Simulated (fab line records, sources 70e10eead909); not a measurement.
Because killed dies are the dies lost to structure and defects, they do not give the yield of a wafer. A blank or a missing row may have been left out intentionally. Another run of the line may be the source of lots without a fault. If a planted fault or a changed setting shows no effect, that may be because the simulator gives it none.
Matching of chambers ; flow nand-harc ; NHARC_P_M1_DESCUM_14 on rie-diel-09 has 4 sister chambers
The step chemistry O2, time 3 s. 16 wafers are shown with their chamber, then 8 later ones without.

## WAFERS, EACH WITH ITS CHAMBER
wafer;chamber;showerhead-plenum-p-Torr (Torr);drypump-motor-current-A (A);oes-product-au (a.u.)
L105.3;1;1.79;5.57;1.002
L105.4;3;1.99;5.85;0.991
L105.5;2;1.92;6.01;0.983
L107.2;1;1.79;5.57;1.021
L107.5;1;1.79;5.58;1.003
L107.6;0;1.96;5.39;1.011
L111.3;3;1.98;5.87;1.010
L111.4;1;1.78;5.57;1.023
L111.6;3;1.98;5.88;1.003
L110.4;0;1.96;5.41;1.003
L110.5;0;1.96;5.39;1.015
L110.6;3;1.98;5.88;1.009
L117.1;3;1.98;5.88;0.999
L117.4;1;1.78;5.55;1.018
L117.6;0;1.96;5.40;1.008
L121.3;3;1.98;5.86;1.011

SIGNATURES, as means of the wafers listed above
reading;chamber 0;chamber 1;chamber 2;chamber 3;scatter within a chamber
showerhead-plenum-p-Torr;1.9600;1.7860;1.9200;1.9817;0.00412
drypump-motor-current-A;5.3975;5.5680;6.0100;5.8700;0.0114
oes-product-au;1.00925;1.01340;0.98300;1.00383;0.00812
Rule: for a wafer and a chamber, the distance is found by dividing, reading by reading, the gap between the wafer's reading and the chamber's mean by the reading's scatter, squaring, summing and taking the root. The wafer belongs to the nearest chamber; if the next one is less than 2 further off, it can't be placed. How the scatter is found: for the shown wafers, subtract from each reading the mean of its chamber, square and add these, divide the total by (wafers less chambers), then take the root.

## WAFERS WITH NO CHAMBER GIVEN
wafer;showerhead-plenum-p-Torr (Torr);drypump-motor-current-A (A);oes-product-au (a.u.)
L121.4;1.95;5.36;1.010
L121.5;1.78;5.56;1.016
L123.1;1.95;5.39;1.013
L123.2;1.98;5.88;1.021
L123.3;1.78;5.57;1.007
L125.3;1.95;5.41;1.003
L125.5;1.95;5.39;1.003
L125.6;1.78;5.57;1.009

## WHICH CHAMBER EACH ONE RAN IN
wafer;from the rows above;in truth
L121.4;0;0
L121.5;1;1
L123.1;0;0
L123.2;3;3
L123.3;1;1
L125.3;0;0
L125.5;0;0
L125.6;1;1
8 of 8 placed correctly. From these rows, 0 cannot be placed. Wrongly placed: 0.
